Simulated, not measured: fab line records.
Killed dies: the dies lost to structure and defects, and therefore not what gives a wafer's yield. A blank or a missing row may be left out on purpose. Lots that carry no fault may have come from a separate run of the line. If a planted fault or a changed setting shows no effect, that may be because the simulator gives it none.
fab line records	flow nand-harc	part 1 of 2: steps 1 to 26 of 38
record: lots: 5	wafers: 15	last-day: 33
route steps=1302 shown P_GATE@129
lots with no fault: from the same line, run without faults
start-h: start of the lot's first displayed wafer, in hours after the record's first day	wait-h: how many hours have passed since the lot's step before this one	" repeats the value in the row above	L1.1+2: one row covering several wafers at once	- no value, or no start given	* or withheld: withheld	< > ~ a bound
route shown NAME@n: a module of which the file shows steps, and the number in the route of the first	usual: the fault-free wafers' mean and standard deviation	same: alike in all rows	chamber/n: place in a boat	sites: each site's reading	_std_site: how widely they spread, as a standard deviation	_edge_site: inner sites' mean taken away from outer sites' mean	radius-mm: how far each site lies from the wafer's centre	mask NAME#n: copy n	behind: the last tool/chamber to shape the wafer	hold: what put the lot on hold/how long, in hours/how the hold closed	device: whichever transistor did not switch (one of n, p or np)	end of line: tests of these same wafers at the route's end	a step without rows: its recipe alone	killed: at the first sort, the dies lost to defects and structure; wafer yield is something else	map: per-die view of a wafer (x killed, . not killed, _ where there is no die)
set.NAME: the setting the step ran with; set.NAME@STEP: the setting that earlier step ran with	model.NAME: the simulator's own value behind a step, which no gauge read
lots at some steps of the route; a table a step, a row a wafer
services: the hour from which a tool's chamber was out of use, counted from the record's first day as start-h (under 0 if before that day), plus the number of hours and why
== steps ==
step: NHARC_P_GATE_OXIDE_16
recipe: target-thk-a: 30	temp-c: 875	ox-time-s: 392	material: SiO2
lot.wafer	tool	chamber	start-h	wait-h
L077.3+4+6	furnace-04	0	113.68	-
L085.2+4+5	furnace-01	0	203.81	-
L092.1+5+6	furnace-01	0	261.44	-
L094.2+3+6	furnace-04	0	285.33	-
L095.2+3+4	furnace-06	0	295.84	-
step: NHARC_P_GATE_CVD_17
recipe: target-thk-a: 1500	temp-c: 620	time-s: 900	material: poly-Si
lot.wafer	tool	chamber	start-h	wait-h
L077.3+4+6	lpcvd-poly-02	0	119.78	2.5
L085.2+4+5	lpcvd-poly-03	0	210.76	3.4
L092.1+5+6	lpcvd-poly-02	0	267.43	2.5
L094.2+3+6	lpcvd-poly-02	0	291.41	2.5
L095.2+3+4	lpcvd-poly-02	0	301.93	2.5
step: NHARC_P_GATE_HM_DEP_102
recipe: target-thk-a: 1200	temp-c: 400	material: aC
usual: throttle-valve-pct: 35.001/0.0095
lot.wafer	tool	chamber	start-h	wait-h	throttle-valve-pct
L077.3	acl-dep-02	0	126.23	4.2	34.995
L077.4	"	0	"	"	35.001
L077.6	"	0	"	"	34.995
L085.2	acl-dep-02	0	214.35	1.3	35.015
L085.4	"	0	"	"	35.004
L085.5	"	0	"	"	34.997
L092.1	acl-dep-01	0	270.01	0.4	35.001
L092.5	"	0	"	"	35.009
L092.6	"	0	"	"	34.995
L094.2	acl-dep-02	0	296.03	2.4	34.998
L094.3	"	0	"	"	35.003
L094.6	"	0	"	"	35.004
L095.2	acl-dep-01	0	306.97	2.8	34.996
L095.3	"	0	"	"	35.004
L095.4	"	0	"	"	35.003
step: NHARC_P_GATE_DEP_103
recipe: target-thk-a: 300	target-thk-nm: 30	temp-c: 400	flow-sccm: 200	rf-w: 350	material: SiON
usual: heater-power-w: 763/100
lot.wafer	tool	chamber	start-h	wait-h	heater-power-w
L077.3	pecvd-04	0	126.70	0.4	702
L077.6	"	2	"	"	762
L077.4	"	0	"	"	711
L085.2	pecvd-02	1	214.93	0.5	874
L085.5	"	0	"	"	753
L085.4	"	2	"	"	750
L092.1	pecvd-02	1	270.66	0.6	827
L092.5	"	1	"	"	864
L092.6	"	2	"	"	780
L094.2	pecvd-02	2	296.61	0.5	719
L094.3	"	0	"	"	679
L094.6	"	0	"	"	691
L095.3	pecvd-01	2	307.53	0.3	727
L095.2	"	1	"	"	710
L095.4	"	0	"	"	947
step: NHARC_P_GATE_DEHYDRATE_18
recipe: temp-c: 150	time-s: 120
lot.wafer	tool	chamber	start-h	wait-h
L077.3+4+6	litho-track-04	0	126.94	0.2
L085.2+4+5	litho-track-06	0	215.18	0.2
L092.1+5+6	litho-track-06	0	270.94	0.2
L094.2+3+6	litho-track-06	0	296.88	0.2
L095.2+3+4	litho-track-01	0	307.81	0.2
step: NHARC_P_GATE_HMDS_19
recipe: time-s: 30
lot.wafer	tool	chamber	start-h	wait-h
L077.3+4+6	litho-track-04	0	-	-
L085.2+4+5	litho-track-06	0	-	-
L092.1+5+6	litho-track-06	0	-	-
L094.2+3+6	litho-track-06	0	-	-
L095.2+3+4	litho-track-01	0	-	-
step: NHARC_P_GATE_COAT_20
recipe: spin-rpm: 1500	resist-thk-nm: 90
lot.wafer	tool	chamber	start-h	wait-h
L077.3+4+6	litho-track-04	0	-	-
L085.2+4+5	litho-track-06	0	-	-
L092.1+5+6	litho-track-06	0	-	-
L094.2+3+6	litho-track-06	0	-	-
L095.2+3+4	litho-track-01	0	-	-
step: NHARC_P_GATE_SOFTBAKE_21
recipe: temp-c: 105	time-s: 55
lot.wafer	tool	chamber	start-h	wait-h
L077.3+4+6	litho-track-04	0	-	-
L085.2+4+5	litho-track-06	0	-	-
L092.1+5+6	litho-track-06	0	-	-
L094.2+3+6	litho-track-06	0	-	-
L095.2+3+4	litho-track-01	0	-	-
step: NHARC_P_GATE_EBR_22
lot.wafer	tool	chamber	start-h	wait-h
L077.3+4+6	litho-track-04	0	-	-
L085.2+4+5	litho-track-06	0	-	-
L092.1+5+6	litho-track-06	0	-	-
L094.2+3+6	litho-track-06	0	-	-
L095.2+3+4	litho-track-01	0	-	-
step: NHARC_P_GATE_EXPOSE_23
recipe: na: 1.35	target-cd-nm: 120	dose-mj: 93.91	mask-id: P_GATE
usual: reticle-temp-C: 23.02/0.11
lot.wafer	tool	chamber	start-h	wait-h	mask	reticle-temp-C
L077.3	arfi-scanner-01	0	127.09	-	P_GATE#0	23.08
L077.4	"	0	"	"	P_GATE#0	22.94
L077.6	"	0	"	"	P_GATE#0	22.98
L085.2	arfi-scanner-01	0	215.32	-	P_GATE#0	22.96
L085.4	"	0	"	"	P_GATE#0	22.96
L085.5	"	0	"	"	P_GATE#0	23.04
L092.1	arfi-scanner-03	0	271.08	-	P_GATE#0	23.05
L092.5	"	0	"	"	P_GATE#0	23.04
L092.6	"	0	"	"	P_GATE#0	22.96
L094.2	arfi-scanner-03	0	297.16	-	P_GATE#0	22.99
L094.3	"	0	"	"	P_GATE#0	23.01
L094.6	"	0	"	"	P_GATE#0	23.08
L095.2	arfi-scanner-03	0	307.95	-	P_GATE#0	22.97
L095.3	"	0	"	"	P_GATE#0	22.91
L095.4	"	0	"	"	P_GATE#0	23.04
step: NHARC_P_GATE_PEB_24
recipe: peb-temp-c: 100	peb-time-s: 65
lot.wafer	tool	chamber	start-h	wait-h
L077.3+4+6	litho-track-01	0	127.14	0.0
L085.2+4+5	litho-track-01	0	215.38	0.1
L092.1+5+6	litho-track-01	0	271.14	0.1
L094.2+3+6	litho-track-04	0	297.21	0.1
L095.2+3+4	litho-track-06	0	308.01	0.1
step: NHARC_P_GATE_DEVELOP_25
recipe: develop-time-s: 35	dev-temp-c: 23
lot.wafer	tool	chamber	start-h	wait-h
L077.3+4+6	litho-track-01	0	-	-
L085.2+4+5	litho-track-01	0	-	-
L092.1+5+6	litho-track-01	0	-	-
L094.2+3+6	litho-track-04	0	-	-
L095.2+3+4	litho-track-06	0	-	-
step: NHARC_P_GATE_CD_MEAS_26
recipe: target-cd-nm: 120	landing-energy-ev: 500
usual: cd-nm: 120.2/0.53
lot.wafer	tool	chamber	start-h	wait-h	cd-nm
L077.3	cd-sem-01	0	127.23	-	120.7
L077.4	"	0	"	"	121.3
L077.6	"	0	"	"	120.6
L085.2	cd-sem-02	0	215.46	-	120.1
L085.4	"	0	"	"	121.1
L085.5	"	0	"	"	121.1
L092.1	cd-sem-03	0	271.22	-	120.5
L092.5	"	0	"	"	120.4
L092.6	"	0	"	"	120.6
L094.2	cd-sem-01	0	297.30	-	120.1
L094.3	"	0	"	"	119.6
L094.6	"	0	"	"	119.5
L095.2	cd-sem-01	0	308.09	-	120.6
L095.3	"	0	"	"	120.6
L095.4	"	0	"	"	119.9
step: NHARC_P_GATE_OVL_MEAS_27
usual: overlay-x-nm: 0.0/0.86	overlay-y-nm: 0.2/0.62
lot.wafer	tool	chamber	start-h	wait-h	overlay-x-nm	overlay-y-nm
L077.3	overlay-02	-	127.31	-	-0.5	-0.1
L077.4	"	-	"	"	-0.3	0.1
L077.6	"	-	"	"	-1.2	-0.3
L085.2	overlay-02	-	215.54	-	0.3	-0.5
L085.4	"	-	"	"	0.9	-0.2
L085.5	"	-	"	"	-0.1	0.0
L092.1	overlay-01	-	271.31	-	-1.9	1.4
L092.5	"	-	"	"	-1.3	0.4
L092.6	"	-	"	"	-1.7	0.9
L094.2	overlay-01	-	297.38	-	1.4	1.0
L094.3	"	-	"	"	1.0	1.0
L094.6	"	-	"	"	1.1	1.3
L095.2	overlay-01	-	308.18	-	0.7	0.9
L095.3	"	-	"	"	0.9	0.8
L095.4	"	-	"	"	0.1	0.6
step: NHARC_P_GATE_INSPECT_28
usual: raw-defect-count: 6.4/3
lot.wafer	tool	chamber	start-h	wait-h	raw-defect-count
L077.3	defect-inspect-02	-	127.35	0.0	7
L077.4	"	-	"	"	4
L077.6	"	-	"	"	7
L085.2	defect-inspect-01	-	215.58	0.0	7
L085.4	"	-	"	"	11
L085.5	"	-	"	"	4
L092.1	defect-inspect-01	-	271.34	0.0	3
L092.5	"	-	"	"	10
L092.6	"	-	"	"	8
L094.2	defect-inspect-02	-	297.42	0.0	10
L094.3	"	-	"	"	8
L094.6	"	-	"	"	5
L095.2	defect-inspect-01	-	308.21	0.0	5
L095.3	"	-	"	"	6
L095.4	"	-	"	"	4
step: NHARC_P_GATE_DESCUM_31
recipe: time-s: 3	o2-flow-sccm: 200	ar-flow-sccm: 0	bias-power-w: 0	chemistry: O2
usual: drypump-motor-current-A: 5.9/0.43	oes-product-au: 1.000/0.0097	rf-vpp-V: 58.0/0.93	showerhead-plenum-p-Torr: 1.95/0.06	throttle-valve-pct: 11.311/0.0081
same: bias-power-w: 0
lot.wafer	tool	chamber	start-h	wait-h	drypump-motor-current-A	oes-product-au	rf-hours-counter-h	rf-vpp-V	showerhead-plenum-p-Torr	throttle-valve-pct
L077.3	rie-diel-02	2	127.42	0.1	6.1	1.014	4.2	56.9	2.01	11.307
L077.4	"	0	"	"	6.0	0.996	4.1	58.3	2.02	11.305
L077.6	"	1	"	"	6.1	0.996	-	59.1	1.93	11.312
L085.4	rie-diel-02	2	215.65	0.1	6.1	0.997	7.8	59.7	2.01	11.303
L085.2	"	3	"	"	6.1	1.004	7.7	56.8	1.94	11.306
L085.5	"	1	"	"	6.1	0.989	-	56.4	1.93	11.325
L092.1	rie-diel-11	2	271.41	0.1	5.7	1.002	0	57.0	1.97	11.305
L092.6	"	1	"	"	5.2	0.994	-	58.2	1.96	11.297
L092.5	"	2	"	"	5.7	1.009	-	56.5	1.97	11.312
L094.2	rie-diel-11	2	297.48	0.1	5.7	1.001	1.6	58.3	1.97	11.310
L094.3	"	0	"	"	5.7	1.003	-	59.4	1.84	11.314
L094.6	"	0	"	"	5.6	0.996	-	58.0	1.84	11.307
L095.3	rie-diel-11	2	308.27	0.1	5.7	1.002	1.9	57.7	1.97	11.326
L095.4	"	3	"	"	6.5	0.997	0.3	57.6	1.88	11.310
L095.2	"	1	"	"	5.1	0.988	0.3	57.3	1.96	11.310
step: NHARC_P_GATE_ETCH_104
recipe: target-depth-a: 600	time-s: withheld	cf4-flow-sccm: 100	chf3-flow-sccm: 30	ar-flow-sccm: 0	rf-w: 500	bias-w: 200	chemistry: CF4/CHF3
usual: drypump-motor-current-A: 5.9/0.41	oes-product-au: 0.954/0.022	rf-vpp-V: 371.7/1.7	showerhead-plenum-p-Torr: 1.61/0.048	throttle-valve-pct: 16.801/0.0091
lot.wafer	tool	chamber	start-h	wait-h	drypump-motor-current-A	oes-product-au	rf-vpp-V	showerhead-plenum-p-Torr	throttle-valve-pct
L077.4	rie-diel-02	2	127.49	0.1	6.1	0.951	372.7	1.65	16.804
L077.3	"	1	"	"	6.1	0.938	370.4	1.59	16.800
L077.6	"	2	"	"	6.1	0.957	371.1	1.65	16.801
L085.4	rie-diel-02	0	215.73	0.1	6.0	0.979	374.1	1.65	16.792
L085.2	"	2	"	"	6.1	0.970	372.0	1.64	16.815
L085.5	"	1	"	"	6.1	0.968	371.1	1.59	16.797
L092.1	rie-diel-11	2	271.49	0.1	5.7	0.964	371.1	1.62	16.803
L092.5	"	2	"	"	5.7	0.969	374.3	1.62	16.806
L092.6	"	3	"	"	6.4	0.980	368.4	1.55	16.807
L094.2	rie-diel-11	2	297.62	0.1	5.7	0.950	371.0	1.62	16.800
L094.3	"	2	"	"	5.7	0.943	372.1	1.61	16.800
L094.6	"	2	"	"	5.7	0.952	372.2	1.62	16.800
L095.3	rie-diel-11	0	308.36	0.1	5.7	0.973	367.3	1.52	16.795
L095.4	"	1	"	"	5.1	0.973	371.5	1.61	16.813
L095.2	"	2	"	"	5.7	0.968	371.5	1.62	16.789
step: NHARC_P_GATE_HM_OPEN_105
recipe: target-depth-a: 3600	o2-flow-sccm: 400	cos-flow-sccm: 20	ar-flow-sccm: 0	rf-w: 500	bias-w: 300	chemistry: O2/COS
usual: drypump-motor-current-A: 5.9/0.41	oes-product-au: 1.000/0.009	rf-vpp-V: 468.3/2.2	showerhead-plenum-p-Torr: 3.18/0.098	throttle-valve-pct: 28.330/0.0093
lot.wafer	tool	chamber	start-h	wait-h	drypump-motor-current-A	oes-product-au	rf-hours-counter-h	rf-vpp-V	showerhead-plenum-p-Torr	throttle-valve-pct
L077.3	rie-diel-02	1	-	-	6.1	0.993	4.7	467.9	3.15	28.336
L077.4	"	2	"	"	6.1	1.011	4.3	471.0	3.27	28.325
L077.6	"	2	"	"	6.1	1.007	-	468.9	3.27	28.319
L085.4	rie-diel-02	3	-	-	6.1	1.009	7.7	466.9	3.16	28.339
L085.2	"	2	"	"	6.1	0.999	7.9	470.4	3.26	28.329
L085.5	"	0	"	"	6.1	0.996	-	471.3	3.28	28.321
L092.1	rie-diel-11	2	-	-	5.7	1.007	0.0	468.7	3.21	28.336
L092.6	"	3	"	"	6.5	1.003	-	466.4	3.08	28.338
L092.5	"	0	"	"	5.7	1.002	-	466.2	3.01	28.323
L094.2	rie-diel-11	2	-	-	5.7	0.992	1.7	469.7	3.21	28.339
L094.3	"	0	"	"	5.7	1.002	-	467.0	3.01	28.333
L094.6	"	2	"	"	5.7	0.991	-	468.0	3.20	28.324
L095.4	rie-diel-11	3	-	-	6.5	0.999	0.3	465.9	3.08	28.326
L095.2	"	0	"	"	5.7	1.001	1.9	465.6	3.01	28.328
L095.3	"	1	"	"	5.2	1.001	0.3	468.2	3.20	28.332
step: NHARC_P_GATE_STRIP_106
recipe: o2-flow-sccm: 400	cos-flow-sccm: 20	ar-flow-sccm: 0	bias-w: 0	chemistry: O2/COS
lot.wafer	tool	chamber	start-h	wait-h
L077.3+4+6	rie-diel-02	3,0,3	-	-
L085.4+2+5	rie-diel-02	1,3,1	-	-
L092.1+5+6	rie-diel-11	3,1,2	-	-
L094.2+3+6	rie-diel-11	0	-	-
L095.4+3+2	rie-diel-11	1,2,0	-	-
step: NHARC_P_GATE_ETCH_114
recipe: target-depth-a: 300	overetch-a: 30	time-s: 16.5	ion-energy-ev: 100	cf4-flow-sccm: 80	o2-flow-sccm: 20	ar-flow-sccm: 0	rf-w: 300	bias-w: 100	chemistry: CF4/O2
usual: drypump-motor-current-A: 5.9/0.42	oes-product-au: 1.001/0.01	rf-vpp-V: 198.3/1.4	showerhead-plenum-p-Torr: 1.36/0.043	throttle-valve-pct: 13.398/0.0091
lot.wafer	tool	chamber	start-h	wait-h	drypump-motor-current-A	oes-product-au	rf-hours-counter-h	rf-vpp-V	showerhead-plenum-p-Torr	throttle-valve-pct
L077.3	rie-diel-02	0	-	-	6.0	1.000	4.1	199.9	1.41	13.391
L077.4	"	1	"	"	6.1	1.006	4.7	197.6	1.35	13.405
L077.6	"	3	"	"	6.1	1.012	-	197.8	1.35	13.394
L085.4	rie-diel-02	1	-	-	6.1	1.004	8.8	196.9	1.35	13.390
L085.2	"	3	"	"	6.1	1.018	7.8	197.8	1.35	13.391
L085.5	"	2	"	"	6.1	1.010	-	200.5	1.40	13.383
L092.1	rie-diel-11	1	-	-	5.2	0.981	0.0	198.1	1.37	13.404
L092.5	"	2	"	"	5.7	1.000	-	197.5	1.37	13.421
L092.6	"	3	"	"	6.5	0.997	-	197.3	1.32	13.410
L094.2	rie-diel-11	2	-	-	5.7	1.002	1.8	197.2	1.37	13.396
L094.3	"	0	"	"	5.7	1.002	-	195.2	1.29	13.398
L094.6	"	2	"	"	5.7	1.005	-	198.6	1.37	13.384
L095.4	rie-diel-11	2	-	-	5.7	0.999	1.9	197.7	1.37	13.403
L095.3	"	3	"	"	6.4	0.991	0.4	196.3	1.32	13.388
L095.2	"	1	"	"	5.1	0.987	0.3	198.1	1.37	13.401
step: NHARC_P_GATE_ETCH_32
recipe: target-depth-a: 1500	over-etch-frac: 1	over-etch-ion-energy-ev: 40	time-s: 100.1	hbr-flow-sccm: 150	cl2-flow-sccm: 50	rf-w: 400	icp-w: 400	bias-w: 100	chemistry: HBr/Cl2
usual: drypump-motor-current-A: 6.0/0.44	mfc-cl2-sccm: 49.99/0.15	oes-product-au: 0.998/0.01	throttle-valve-pct: 26.405/0.009
lot.wafer	tool	chamber	start-h	wait-h	drypump-motor-current-A	mfc-cl2-sccm	oes-product-au	rf-hours-counter-h	throttle-valve-pct
L077.4	rie-si-04	3	127.87	-	6.1	49.95	1.008	0.8	26.389
L077.3	"	1	"	"	6.6	50.00	1.000	1.0	26.408
L077.6	"	0	"	"	5.9	49.98	0.994	-	26.403
L085.4	rie-si-01	0	216.12	-	6.3	50.03	0.985	0.1	26.402
L085.2	"	2	"	"	6.7	50.02	1.008	0.1	26.401
L085.5	"	3	"	"	5.8	49.99	1.006	-	26.410
L092.1	rie-si-04	2	271.90	-	5.3	49.95	0.997	0.9	26.417
L092.5	"	0	"	"	5.8	50.11	0.983	-	26.395
L092.6	"	1	"	"	6.6	50.14	1.004	-	26.399
L094.3	rie-si-03	2	298.13	-	5.9	50.04	1.013	0.2	26.407
L094.2	"	0	"	"	5.7	49.93	1.007	0.3	26.405
L094.6	"	2	"	"	5.9	49.99	0.996	-	26.413
L095.2	rie-si-01	3	308.75	-	5.8	50.04	1.006	0.9	26.411
L095.3	"	0	"	"	6.3	50.04	0.975	0.8	26.403
L095.4	"	1	"	"	6.2	49.94	0.995	0.8	26.403
step: NHARC_P_GATE_STRIP_108
recipe: o2-flow-sccm: 500	ar-flow-sccm: 0	bias-w: 0	chemistry: O2
usual: drypump-motor-current-A: 5.9/0.48	oes-product-au: 0.999/0.01	rf-vpp-V: 57.9/0.88	showerhead-plenum-p-Torr: 3.59/0.1	throttle-valve-pct: 17.036/0.011
lot.wafer	tool	chamber	start-h	wait-h	drypump-motor-current-A	oes-product-au	rf-hours-counter-h	rf-vpp-V	showerhead-plenum-p-Torr	throttle-valve-pct
L077.4	rie-diel-02	1	128.05	-	6.2	0.982	4.7	59.2	3.56	17.020
L077.3	"	2	"	"	6.1	1.004	4.3	57.5	3.69	17.014
L077.6	"	0	"	"	6.1	0.997	-	58.2	3.71	17.044
L085.2	rie-diel-04	1	216.27	-	4.9	1.005	0.9	56.5	3.46	17.045
L085.4	"	2	"	"	6.5	0.994	0.9	58.0	3.52	17.032
L085.5	"	1	"	"	5.0	1.000	-	57.6	3.46	17.041
L092.1	rie-diel-04	0	272.07	-	6.1	0.981	4.5	58.4	3.74	17.040
L092.6	"	1	"	"	4.9	0.996	-	56.2	3.46	17.038
L092.5	"	2	"	"	6.5	0.989	-	57.7	3.52	17.059
L094.3	rie-diel-02	1	298.29	-	6.2	0.998	5.6	57.7	3.55	17.044
L094.2	"	2	"	"	6.1	0.997	5.9	58.6	3.68	17.031
L094.6	"	2	"	"	6.1	0.988	-	58.9	3.68	17.040
L095.3	rie-diel-04	0	308.90	-	6.1	0.980	6.9	58.5	3.74	17.043
L095.2	"	1	"	"	5.0	1.004	7.5	58.0	3.46	17.024
L095.4	"	2	"	"	6.5	0.993	7.4	57.3	3.52	17.046
step: NHARC_P_GATE_CD_MEAS_33
usual: cd-nm: 120.5/2.2
lot.wafer	tool	chamber	start-h	wait-h	cd-nm
L077.3	cd-sem-01	-	128.21	-	117.9
L077.4	"	-	"	"	121.3
L077.6	"	-	"	"	117.5
L085.2	cd-sem-03	-	216.44	-	123.7
L085.4	"	-	"	"	120.8
L085.5	"	-	"	"	124.4
L092.1	cd-sem-02	-	272.20	-	122.5
L092.5	"	-	"	"	123.0
L092.6	"	-	"	"	123.7
L094.2	cd-sem-01	-	298.47	-	119.1
L094.3	"	-	"	"	122.7
L094.6	"	-	"	"	120.8
L095.2	cd-sem-01	-	309.08	-	123.4
L095.3	"	-	"	"	117.3
L095.4	"	-	"	"	123.3
step: NHARC_P_GATE_STRIP_35
recipe: time-s: 600	temp-c: 130	chemistry: SPM
lot.wafer	tool	chamber	start-h	wait-h
L077.3+4+6	wet-bench-01	2,3,5	128.30	0.1
L085.4+5+2	wet-bench-09	2,3,5	216.53	0.1
L092.6+1+5	wet-bench-09	3,4,7	272.29	0.1
L094.6+2+3	wet-bench-03	4,6,0	298.56	0.1
L095.3+4+2	wet-bench-01	7,2,3	309.16	0.1
step: NHARC_P_GATE_PRECLEAN_73
recipe: time-s: *	temp-c: 50	bath-age-min: 0	chemistry: SC1
usual: nh4oh-flow-mL-min: 28.30/0.11	sc1-h2o2-end-mol-l: 0.3698/0.0008
lot.wafer	tool	chamber	start-h	wait-h	nh4oh-flow-mL-min	sc1-h2o2-end-mol-l
L077.3	wet-bench-01	2	-	-	28.20	0.3700
L077.4	"	3	"	"	28.47	0.3690
L077.6	"	5	"	"	28.13	0.3693
L085.4	wet-bench-09	2	-	-	28.42	0.3693
L085.5	"	3	"	"	28.27	0.3697
L085.2	"	5	"	"	28.15	0.3696
L092.6	wet-bench-09	3	-	-	28.11	0.3700
L092.1	"	4	"	"	28.41	0.3709
L092.5	"	7	"	"	28.35	0.3697
L094.6	wet-bench-03	4	-	-	28.36	0.3699
L094.2	"	6	"	"	28.18	0.3695
L094.3	"	0	"	"	28.25	0.3703
L095.3	wet-bench-01	7	-	-	28.16	0.3686
L095.4	"	2	"	"	28.39	0.3709
L095.2	"	3	"	"	28.15	0.3697
step: NHARC_P_GATE_SRD_74
lot.wafer	tool	chamber	start-h	wait-h
L077.3+4+6	wet-bench-01	2,3,5	-	-
L085.4+5+2	wet-bench-09	2,3,5	-	-
L092.6+1+5	wet-bench-09	3,4,7	-	-
L094.6+2+3	wet-bench-03	4,6,0	-	-
L095.3+4+2	wet-bench-01	7,2,3	-	-
